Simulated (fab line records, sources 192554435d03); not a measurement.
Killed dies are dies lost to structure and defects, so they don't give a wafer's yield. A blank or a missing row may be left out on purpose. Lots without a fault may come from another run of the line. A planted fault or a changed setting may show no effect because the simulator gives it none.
fab line records | flow n5_finfet
record lots=7 wafers=17 last_day=16
route steps=1938 shown SD_EPI_N@269 PASSIVATION@1936
lots that met no fault: from a run of the same line without faults
start_h: hours from the record's first day to the start of the lot's first wafer shown | wait_h: hours since the lot's step before | " the same as in the row above | L1.1+2: a row that stands for several wafers | - no value, or no start given | * or withheld: withheld | < > ~ a bound
route shown NAME@n: a module of which the file shows steps, and the number in the route of the first | usual: mean/standard deviation of fault-free wafers | same: alike in all rows | chamber/n: place in a boat | sites: the reading at each site | _std_site: their standard deviation | _edge_site: outer sites' mean less inner sites' | radius_mm: how far each site lies from the wafer's centre | mask NAME#n: copy n | behind: the tool/chamber that last shaped the wafer | hold: why the lot was held/for how many hours/how that ended | device: the transistor (n, p or np) that didn't switch | end of line: the same wafers' tests at the end of the route | a step without rows: its recipe alone | killed: dies lost to structure and defects at the first sort, not the wafer's yield | map: a wafer's dies, x killed, . not, _ none there
set.NAME: the setting as run; set.NAME@STEP: as run at that earlier step | model.NAME: the simulator's own value behind a step, which no gauge read
lots at some steps of the route; a table a step, a row a wafer
services: from which hour (start_h, from the record's first day; less than 0 if before it) a tool's chamber was out of use, for how many hours, and why
## steps
# step N5_SD_EPI_N_DEVELOP_08
# recipe develop_time_s=30 developer=TMAH resist=CAR-ArF-block dev_temp_c=23 rinse_liquid=diw dry=air_spin
# step N5_SD_EPI_N_CD_MEAS_09
# recipe target_cd_nm=120 landing_energy_ev=500 detector=se_inlens
# usual cd_nm=120.4/0.91
# columns lot.wafer tool chamber start_h wait_h cd_nm
L322.1 cd_sem-03 0 67.59 - 119.6
L322.4 " 0 " " 119.8
L323.1 cd_sem-03 0 75.17 - 120.9
L323.6 " 0 " " 121.5
L324.3 cd_sem-02 0 79.75 - 120.1
L324.4 " 0 " " 120.4
L324.5 " 0 " " 119.3
L332.1 cd_sem-03 0 127.13 - 119.9
L332.2 " 0 " " 121.9
L333.2 cd_sem-01 0 130.96 - 120.4
L333.3 " 0 " " 120.4
L333.6 " 0 " " 119.7
L336.1 cd_sem-01 0 149.63 - 120.8
L336.3 " 0 " " 120.4
L341.1 cd_sem-01 0 180.59 - 120.5
L341.2 " 0 " " 120.0
L341.3 " 0 " " 122.1
# step N5_SD_EPI_N_OVL_MEAS_10
# recipe points_per_wafer=44
# usual SD_N_BLK_OVL=0.4/0.65
# columns lot.wafer tool chamber start_h wait_h SD_N_BLK_OVL[nm]
L322.1 overlay-01 0 67.62 0.0 0.1
L322.4 " 0 " " 0.0
L323.1 overlay-01 0 75.20 0.0 -0.3
L323.6 " 0 " " -0.4
L324.3 overlay-02 0 79.78 0.0 0.4
L324.4 " 0 " " -0.5
L324.5 " 0 " " -0.3
L332.1 overlay-02 0 127.16 0.0 0.6
L332.2 " 0 " " 1.1
L333.2 overlay-02 0 130.98 0.0 0.6
L333.3 " 0 " " 0.0
L333.6 " 0 " " 0.0
L336.1 overlay-01 0 149.66 0.0 0.4
L336.3 " 0 " " 0.2
L341.1 overlay-02 0 180.62 0.0 1.1
L341.2 " 0 " " -0.1
L341.3 " 0 " " 0.2
# step N5_SD_EPI_N_INSPECT_11
# recipe mode=adi inspect_instrument=macro
# usual raw_defect_count=2.1/1.3
# columns lot.wafer tool chamber start_h wait_h raw_defect_count
L322.1 defect_inspect-02 - 67.65 0.0 5
L322.4 " - " " 2
L323.1 defect_inspect-02 - 75.23 0.0 2
L323.6 " - " " 1
L324.3 defect_inspect-01 - 79.80 0.0 1
L324.4 " - " " 3
L324.5 " - " " 4
L332.1 defect_inspect-02 - 127.18 0.0 5
L332.2 " - " " 2
L333.2 defect_inspect-01 - 131.01 0.0 3
L333.3 " - " " 1
L333.6 " - " " 2
L336.1 defect_inspect-01 - 149.68 0.0 2
L336.3 " - " " 0
L341.1 defect_inspect-01 - 180.65 0.0 3
L341.2 " - " " 1
L341.3 " - " " 1
# step N5_SD_EPI_N_DESCUM_14
# recipe chemistry=O2 time_s=7.9 source_power_w=50 bias_power_w=20 pressure_mtorr=20 rf_frequency_hz=2.712e+07 temp_c=40 resist=CAR-ArF-block o2_flow_sccm=225
# usual drypump_motor_current_A=5.7/0.43 o2_flow_sccm=225.1/0.64 oes_product_au=0.82/0.1 rf_fwd_power_W=49.32/0.23 rf_vpp_V=243.1/1.1 showerhead_plenum_p_Torr=2.09/0.048 throttle_valve_pct=20.47/0.25
# columns lot.wafer tool chamber start_h wait_h drypump_motor_current_A o2_flow_sccm oes_product_au rf_fwd_power_W rf_hours_counter_h rf_vpp_V showerhead_plenum_p_Torr throttle_valve_pct
L322.1 rie_diel-04 1 67.71 0.1 5.4 225.4 0.96 49.05 11 244.3 2.16 20.40
L322.4 " 3 " " 6.0 225.1 0.67 49.37 242 242.5 2.06 20.52
L323.1 rie_diel-05 0 75.26 0.0 5.0 224.6 0.93 49.55 21 241.5 2.05 20.24
L323.6 " 1 " " 5.8 224.1 0.96 49.33 - 242.4 2.08 20.51
L324.3 rie_diel-04 0 79.83 0.0 5.9 225.2 0.83 49.63 91 242.6 2.02 20.21
L324.4 " 1 " " 5.4 224.4 0.94 48.96 15 244.3 2.15 20.43
L324.5 " 0 " " 5.9 225.2 0.82 49.52 - 242.8 2.02 20.21
L332.1 rie_diel-04 3 127.21 0.0 6.0 225.3 0.99 49.35 7 242.8 2.06 20.18
L332.2 " 2 " " 5.4 225.3 0.98 49.63 3 242.6 2.07 20.23
L333.2 rie_diel-01 0 131.71 0.7 6.3 224.8 0.78 49.27 123 245.4 2.12 20.49
L333.3 " 2 " " 5.3 225.2 0.78 49.23 119 245.3 2.17 20.35
L333.6 " 2 " " 5.3 225.3 0.78 49.62 - 245.5 2.17 20.36
L336.1 rie_diel-05 3 149.72 0.0 5.0 225.1 0.97 49.20 13 244.7 2.05 20.21
L336.3 " 0 " " 5.1 224.2 0.88 49.52 53 241.7 2.03 20.30
L341.1 rie_diel-05 0 180.68 0.0 5.1 226.2 0.86 48.98 64 242.4 2.03 20.31
L341.2 " 3 " " 5.0 225.2 0.94 49.11 25 244.2 2.04 20.23
L341.3 " 2 " " 6.7 226.3 0.72 49.67 185 242.2 2.06 20.82
# step N5_SD_EPI_N_ETCH_34
# recipe chemistry=CF4 target=SiARC target_depth_a=455 mask_material=CAR-ArF-block time_s=75.8 ion_energy_ev=80 pressure_mtorr=40 source_w=545 bias_w=36 Ar_flow_sccm=100 cf4_flow_sccm=100 ends=cleared
# step N5_SD_EPI_N_ETCH_35
# recipe chemistry=N2/H2 target=SOC overetch_a=1080 mask_material=SiARC temp_c=40 ion_energy_ev=100 source_w=3000 bias_w=133 pressure_mtorr=20 time_s=486 n2_flow_sccm=200 h2_flow_sccm=200
# usual drypump_motor_current_A=5.7/0.42 oes_product_au=0.73/0.082 rf_fwd_power_W=2994/10 rf_vpp_V=240.5/1 showerhead_plenum_p_Torr=2.54/0.06 throttle_valve_pct=24.0/0.39
# columns lot.wafer tool chamber start_h wait_h drypump_motor_current_A oes_product_au rf_fwd_power_W rf_hours_counter_h rf_vpp_V showerhead_plenum_p_Torr throttle_valve_pct
L322.1 rie_diel-04 1 67.80 0.0 5.4 0.84 3001 11 241.8 2.61 23.6
L322.4 " 3 " " 6.0 0.61 2998 243 239.7 2.48 23.8
L323.1 rie_diel-05 0 75.35 0.0 5.1 0.82 3002 21 240.4 2.48 23.9
L323.6 " 1 " " 5.8 0.84 3000 - 239.5 2.46 23.4
L324.3 rie_diel-04 0 79.93 0.0 5.9 0.74 3002 91 241.6 2.48 24.0
L324.4 " 1 " " 5.5 0.82 3019 15 242.9 2.61 23.6
L324.5 " 0 " " 5.9 0.73 3010 - 238.8 2.48 24.0
L332.1 rie_diel-04 3 127.31 0.0 6.1 0.87 3000 7 240.6 2.48 23.5
L332.2 " 2 " " 5.4 0.87 2999 3 240.2 2.52 23.7
L333.2 rie_diel-01 0 131.80 0.0 6.3 0.71 2998 123 241.0 2.58 24.0
L333.3 " 2 " " 5.3 0.69 2976 119 241.2 2.66 24.0
L333.6 " 2 " " 5.3 0.69 2974 - 243.1 2.66 24.0
L336.1 rie_diel-05 3 149.81 0.0 5.0 0.85 2998 13 241.0 2.49 23.7
L336.3 " 0 " " 5.1 0.78 2997 53 239.8 2.47 23.9
L341.1 rie_diel-05 0 180.77 0.0 5.1 0.76 2989 64 239.4 2.47 23.9
L341.2 " 3 " " 5.0 0.83 2987 25 238.6 2.48 23.7
L341.3 " 2 " " 6.7 0.65 2988 185 240.0 2.54 24.9
# step N5_SD_EPI_N_STRIP_36
# recipe chemistry=N2/H2 temp_c=40 n2_flow_sccm=200 h2_flow_sccm=200 rf_frequency_hz=6e+07
# step N5_SD_EPI_N_ETCHBACK_44
# recipe chemistry=CH3F/O2 mode=anisotropic_etchback target=SiNx target_depth_a=145 stop_on=SiO2 over_etch_frac=0.3 ion_energy_ev=120 pressure_mtorr=30 source_w=395 bias_w=73 Ar_flow_sccm=150 CH3F_flow_sccm=30 O2_flow_sccm=20
# usual drypump_motor_current_A=5.7/0.43 oes_ar_750_au=0.82/0.092 oes_f_703_au=0.81/0.095 oes_product_au=0.70/0.078 rf_fwd_power_W=393.2/1.4 rf_vpp_V=295/11 showerhead_plenum_p_Torr=2.00/0.055 throttle_valve_pct=16.42/0.23
# columns lot.wafer tool chamber start_h wait_h drypump_motor_current_A oes_ar_750_au oes_f_703_au oes_product_au rf_fwd_power_W rf_hours_counter_h rf_vpp_V showerhead_plenum_p_Torr throttle_valve_pct
L322.1 rie_diel-04 1 68.12 0.0 5.4 0.94 0.96 0.80 391.1 11 279 2.07 16.39
L322.4 " 3 " " 6.0 0.68 0.67 0.58 391.3 243 305 1.97 16.47
L323.1 rie_diel-05 0 75.68 0.0 5.1 0.93 0.94 0.78 394.1 21 298 1.98 16.23
L323.6 " 1 " " 5.8 0.91 0.90 0.80 393.6 - 306 1.97 16.22
L324.3 rie_diel-04 0 80.25 0.0 5.9 0.80 0.80 0.70 393.0 91 287 1.92 16.15
L324.4 " 1 " " 5.4 0.93 0.94 0.79 394.2 15 279 2.07 16.38
L324.5 " 0 " " 5.9 0.81 0.80 0.70 393.8 - 287 1.92 16.16
L332.1 rie_diel-04 3 127.63 0.0 6.0 0.97 0.96 0.83 393.9 7 307 1.96 15.98
L332.2 " 2 " " 5.4 0.96 0.95 0.83 396.3 3 302 1.97 16.05
L333.2 rie_diel-01 0 132.12 0.0 6.3 0.81 0.81 0.68 391.0 124 304 2.03 16.39
L333.3 " 2 " " 5.3 0.78 0.80 0.66 393.0 119 281 2.12 16.54
L333.6 " 2 " " 5.3 0.79 0.80 0.66 394.0 - 280 2.12 16.56
L336.1 rie_diel-05 3 150.13 0.0 5.0 0.94 0.91 0.81 395.6 13 295 1.98 16.22
L336.3 " 0 " " 5.0 0.88 0.88 0.73 393.0 53 297 1.97 16.29
L341.1 rie_diel-05 0 181.09 0.0 5.1 0.85 0.87 0.73 394.8 64 299 1.97 16.30
L341.2 " 3 " " 5.0 0.92 0.89 0.80 394.4 25 294 1.97 16.24
L341.3 " 2 " " 6.7 0.71 0.70 0.62 394.4 186 290 1.97 16.71
# step N5_SD_EPI_N_ETCH_45
# recipe chemistry=CH3F/O2 target=SiOCN target_depth_a=60 mask_material=SOC ion_energy_ev=60 bias_w=29 pressure_mtorr=15 source_w=410 Ar_flow_sccm=150 CH3F_flow_sccm=30 O2_flow_sccm=20
# usual drypump_motor_current_A=5.7/0.43 oes_product_au=0.82/0.099 rf_fwd_power_W=408.0/1.3 rf_vpp_V=127.4/0.95 showerhead_plenum_p_Torr=2.00/0.055 throttle_valve_pct=23.43/0.25
# columns lot.wafer tool chamber start_h wait_h drypump_motor_current_A oes_product_au rf_fwd_power_W rf_hours_counter_h rf_vpp_V showerhead_plenum_p_Torr throttle_valve_pct
L322.1 rie_diel-04 1 68.22 0.1 5.5 0.93 408.1 11 126.5 2.07 23.34
L322.4 " 3 " " 6.0 0.67 406.3 243 127.3 1.96 23.46
L323.1 rie_diel-05 0 75.78 0.1 5.1 0.92 409.1 21 127.5 1.98 23.50
L323.6 " 1 " " 5.8 0.96 408.0 - 125.4 1.96 23.22
L324.3 rie_diel-04 0 80.35 0.1 5.9 0.81 407.1 91 127.4 1.92 23.07
L324.4 " 1 " " 5.5 0.93 407.4 15 127.2 2.06 23.36
L324.5 " 0 " " 5.9 0.82 407.1 - 126.2 1.92 23.06
L332.1 rie_diel-04 3 127.73 0.1 6.0 0.98 408.1 7 127.1 1.96 23.15
L332.2 " 2 " " 5.4 0.98 411.6 3 126.7 1.97 22.97
L333.2 rie_diel-01 0 132.22 0.1 6.3 0.80 406.5 124 128.5 2.02 23.42
L333.3 " 2 " " 5.3 0.77 408.8 119 128.1 2.11 23.58
L333.6 " 2 " " 5.3 0.77 408.6 - 127.6 2.11 23.56
L336.1 rie_diel-05 3 150.23 0.1 5.0 0.95 408.1 14 127.8 1.97 23.30
L336.3 " 0 " " 5.1 0.88 410.7 53 126.8 1.97 23.52
L341.1 rie_diel-05 0 181.19 0.1 5.1 0.85 406.9 64 127.1 1.96 23.54
L341.2 " 3 " " 5.0 0.93 407.8 25 126.9 1.97 23.33
L341.3 " 2 " " 6.7 0.69 408.0 186 127.4 1.96 23.78
# step N5_SD_EPI_N_ETCH_16
# recipe chemistry=CHF3/O2 target=SiO2 target_depth_a=50 mask_material=SOC pressure_mtorr=30 source_w=650 bias_w=170 Ar_flow_sccm=200 CHF3_flow_sccm=50 O2_flow_sccm=5 ion_energy_ev=200
# usual drypump_motor_current_A=5.7/0.43 oes_ar_750_au=0.82/0.092 oes_f_703_au=0.81/0.093 oes_product_au=0.82/0.099 rf_fwd_power_W=642.2/2.9 rf_vpp_V=520/19 showerhead_plenum_p_Torr=2.41/0.062 throttle_valve_pct=18.98/0.23
# columns lot.wafer tool chamber start_h wait_h drypump_motor_current_A oes_ar_750_au oes_f_703_au oes_product_au rf_fwd_power_W rf_hours_counter_h rf_vpp_V showerhead_plenum_p_Torr throttle_valve_pct
L322.1 rie_diel-04 1 68.32 0.1 5.4 0.94 0.95 0.95 638.3 12 491 2.49 18.97
L322.4 " 3 " " 6.0 0.67 0.66 0.68 645.6 243 542 2.38 19.00
L323.1 rie_diel-05 0 75.88 0.1 5.1 0.94 0.92 0.92 641.8 21 525 2.39 18.84
L323.6 " 1 " " 5.8 0.92 0.91 0.93 647.3 - 541 2.37 18.79
L324.3 rie_diel-04 0 80.45 0.1 5.9 0.81 0.80 0.81 640.4 91 506 2.32 18.67
L324.4 " 1 " " 5.4 0.94 0.94 0.93 642.7 15 490 2.49 18.96
L324.5 " 0 " " 5.9 0.81 0.81 0.81 642.7 - 506 2.32 18.68
L332.1 rie_diel-04 3 127.83 0.1 6.0 0.95 0.96 0.99 643.3 7 542 2.37 18.62
L332.2 " 2 " " 5.3 0.97 0.97 0.97 642.3 3 534 2.38 18.66
L333.2 rie_diel-01 0 132.32 0.1 6.3 0.80 0.80 0.79 641.8 124 538 2.45 18.99
L333.3 " 2 " " 5.3 0.80 0.80 0.77 643.6 119 493 2.54 19.04
L333.6 " 2 " " 5.3 0.79 0.79 0.77 643.8 - 493 2.54 19.05
L336.1 rie_diel-05 3 150.33 0.1 5.0 0.94 0.91 0.95 643.5 14 521 2.39 18.84
L336.3 " 0 " " 5.1 0.87 0.87 0.86 641.7 53 525 2.38 18.87
L341.1 rie_diel-05 0 181.29 0.1 5.1 0.86 0.85 0.86 642.3 64 526 2.37 18.90
L341.2 " 3 " " 5.0 0.91 0.88 0.92 642.4 25 520 2.38 18.84
L341.3 " 2 " " 6.7 0.71 0.71 0.69 645.0 186 512 2.37 19.21
# step N5_SD_EPI_N_STRIP_47
# recipe chemistry=CHF3/O2 resist=SiARC rf_frequency_hz=6e+07
# step N5_SD_EPI_N_SD_RECESS_17
# recipe chemistry=HBr/Cl2/O2 target_depth_a=410 mask_material=SOC time_s=23.7 bt_time_s=3 pressure_mtorr=10 icp_w=800 bias_w=112 HBr_flow_sccm=150 Cl2_flow_sccm=80 O2_flow_sccm=12
# usual drypump_motor_current_A=5.7/0.42 he_backside_leak_sccm=2.8/0.33 oes_product_au=1.003/0.018 rf_fwd_power_W=796.0/2.5 throttle_valve_pct=37.2/0.44
# columns lot.wafer tool chamber start_h wait_h drypump_motor_current_A he_backside_leak_sccm oes_product_au rf_fwd_power_W rf_hours_counter_h throttle_valve_pct model.SD_EPI_N.feature_depth_nm model.etch.depth_nm model.Si_of_WELL_APT_EPI_41.thk_nm
L322.1 rie_si-05 3 68.40 0.0 5.9 2.5 1.023 796.2 125 37.1 42 41.96 8
L322.4 " 1 " " 4.8 2.5 0.981 802.1 91 37.9 32.8 32.88 16.8
L323.1 rie_si-05 0 75.95 0.0 6.2 2.7 0.999 793.4 149 36.2 42 42.06 8
L323.6 " 2 " " 5.6 2.8 0.947 795.4 - 37.7 32.2 32.26 17.6
L324.3 rie_si-05 3 80.53 0.0 5.9 2.6 1.021 795.0 125 37.1 42 41.96 7.4
L324.4 " 2 " " 5.6 2.9 0.944 792.1 194 37.6 32.4 32.47 16.8
L324.5 " 2 " " 5.6 2.9 0.984 789.2 - 37.6 40.2 40.28 8.8
L332.1 rie_si-04 1 127.90 0.0 6.2 2.7 0.984 799.1 45 36.8 40.4 40.32 9
L332.2 " 3 " " 5.6 3.4 0.991 791.9 184 37.1 40.4 40.44 9
L333.2 rie_si-01 1 132.39 0.0 5.7 2.6 1.022 799.2 190 36.9 41.6 41.55 8.2
L333.3 " 0 " " 5.9 2.3 1.001 798.7 2 37.2 41 41.06 8.4
L333.6 " 1 " " 5.7 2.5 1.018 800.9 - 36.9 41.4 41.36 8.4
L336.1 rie_si-01 1 150.40 0.0 5.7 2.9 1.018 798.1 190 36.9 41.4 41.38 8.2
L336.3 " 3 " " 5.5 2.7 0.994 796.3 100 36.9 40.4 40.34 8.6
L341.1 rie_si-05 1 181.37 0.0 4.8 2.5 1.019 794.9 94 37.9 40.4 40.33 9
L341.2 " 0 " " 6.2 2.5 1.002 794.1 150 36.3 42.4 42.49 7.2
L341.3 " 3 " " 5.9 2.8 1.024 796.1 128 37.1 41.8 41.82 8
# step N5_SD_EPI_N_STRIP_38
# recipe chemistry=N2/H2 power_w=1000 temp_c=250 h2_frac=0.65 overash_fraction=0.3 pressure_mtorr=withheld n2_flow_sccm=1750 h2_flow_sccm=3250
# step N5_SD_EPI_N_WET_ETCH_43
# recipe chemistry=dHF dilution=withheld time_s=14 target=SiO2 target_depth_a=15 temp_c=25
# step N5_SD_EPI_N_STRIP_18
# recipe chemistry=SPM time_s=750 temp_c=130 h2so4_h2o2_vol_ratio=4
# columns lot.wafer tool chamber start_h wait_h model.Si_of_WELL_APT_EPI_41.thk_nm
L322.1 wet_bench-04 7 68.58 0.0 7.6
L322.4 " 2 " " 16.4
L323.1 wet_bench-02 7 76.14 0.0 7.6
L323.6 " 4 " " 17.2
L324.3 wet_bench-02 7 80.72 0.0 7
L324.4 " 6 " " 16.4
L324.5 " 1 " " 8.4
L332.1+2 wet_bench-02 2,3 128.09 0.0 8.6
L333.2+3+6 wet_bench-06 2,7,6 132.58 0.0 8
L336.1 wet_bench-04 4 150.93 0.0 7.8
L336.3 " 0 " " 8.2
L341.1 wet_bench-02 7 181.55 0.0 8.8
L341.2 " 0 " " 7
L341.3 " 5 " " 7.6
# step N5_SD_EPI_N_SRD_20
# recipe dry=ipa_marangoni do_ppb=5 time_s=30 temp_c=23 rinse_liquid=diw
# step N5_PASSIVATION_PROBE_49
# usual killed_at_M0_to_M3=32/9.3 killed_at_M4_up=14/4.9 killed_at_contacts=15/7.5 killed_at_front_end=40/11 killed_at_other=4/3.3 killed_dies=104/17 killed_open=68/14 killed_short=33/7.9
# same gross_dies=1180 killed_at_back_side=0
# columns lot.wafer tool chamber start_h wait_h killed_at_M0_to_M3 killed_at_M4_up killed_at_contacts killed_at_front_end killed_at_other killed_dies killed_open killed_short
L323.6 prober-02 - 285.31 0.3 30 6 37 47 2 122 61 36
L322.4 prober-02 - 287.96 0.2 37 12 36 173 6 264 77 35
L324.3 prober-01 - 297.55 0.1 33 5 24 62 1 125 77 28
# killed by level:class
L323.6 MOL_CONTACT_COAG:area_etch=24 FIN_SAQP:geometric_particle:short=14 BEOL_M1:geometric_particle:open=10 MOL_CONTACT_COAG:geometric_particle:open=10 FIN_SAQP:geometric_particle:open=5 STI_FIN_REVEAL:geometric_particle:open=5 BEOL_M0_SAQP:geometric_particle:short=5 ILD0:geometric_particle:open=4
L322.4 FIN_CUT:area_etch=142 MOL_CONTACT_COAG:geometric_particle:open=29 BEOL_M0_SAQP:geometric_particle:open=12 BEOL_M2:geometric_particle:open=11 STI_FIN_REVEAL:geometric_particle:open=7 MOL_CONTACT_COAG:geometric_particle:short=7 HKMG_FIN:area_etch=7 BEOL_M0_SAQP:geometric_particle:short=6
L324.3 MOL_CONTACT_COAG:geometric_particle:open=21 HKMG_FIN:area_etch=18 FIN_SAQP:geometric_particle:open=17 BEOL_M0_SAQP:geometric_particle:short=10 STI_FIN_REVEAL:geometric_particle:open=9 BEOL_M1:geometric_particle:open=6 BEOL_M3:geometric_particle:open=6 FIN_SAQP:geometric_particle:short=5
## services
# columns tool chamber start_h hours kind
rie_si-01 - 55.39 0.3 repair
rie_diel-05 0 64.07 2.2 repair
rie_si-04 3 67.23 11.3 repair
rie_si-04 0 69.89 12.7 repair
rie_diel-04 0 87.45 6.6 repair
rie_diel-04 3 94.41 - clean
rie_diel-04 3 94.41 - consumable_replace:focus_ring
rie_diel-05 3 96.43 - clean
rie_diel-05 3 96.43 - consumable_replace:focus_ring
rie_diel-05 3 96.43 19.5 scheduled_down
rie_diel-05 3 96.43 19.5 vent_cycle
rie_si-05 - 105.23 0.3 repair
rie_diel-04 2 108.99 - clean
rie_diel-04 2 108.99 - consumable_replace:focus_ring
rie_diel-04 2 108.99 10.1 scheduled_down
rie_diel-04 2 108.99 10.1 vent_cycle
rie_si-01 0 141.09 1.6 repair
rie_diel-04 - 148.85 0.1 repair
rie_si-05 2 149.22 - clean
rie_si-05 2 149.22 12.1 scheduled_down
rie_si-05 2 149.22 12.1 vent_cycle
rie_si-05 0 151.76 5.6 repair
wet_bench-04 - 154.90 1.5 repair
rie_diel-04 2 172.28 4.3 repair
## key
first_sign step=N5_SD_EPI_N_SD_RECESS_17 reading=oes_product_au direction=down sigmas=2.6 usual=1.003 struck=0.957
effect none on later readings
model_effect step=N5_SD_EPI_N_SD_RECESS_17 value=SD_EPI_N.feature_depth_nm without=40.73 struck=32.47
model_effect step=N5_SD_EPI_N_STRIP_18 value=Si_of_WELL_APT_EPI_41.thk_nm without=8.6 struck=16.67
met_at N5_SD_EPI_N_SD_RECESS_17
struck_wafers L322.4,L323.6,L324.4
tester_left_out L322,L323,L324
baseline_loss step=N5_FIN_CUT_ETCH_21 wafers=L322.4
baseline_loss step=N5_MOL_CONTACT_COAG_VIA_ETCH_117 wafers=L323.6
baseline_loss step=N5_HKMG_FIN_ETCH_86 wafers=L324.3
fault kind=process_parameter_drift tool=rie_si-05 chamber=- onset_h=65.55 steps=N5_SD_EPI_N_SD_RECESS_17 channel=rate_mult offset=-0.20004 shape=step end_h=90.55 scope=struck_wafers_only
# tester_left_out: of these lots the tester's yield and bins aren't shown, on N5 and GAA mostly nor the transistor test; their killed dies are dies lost to structure and defects alone, not to doping, threshold or leakage, so they don't give the yield
# baseline_loss: these wafers lose ten dies or more at that step, a loss of the line's own and not of a fault; the sort's usual values leave them out
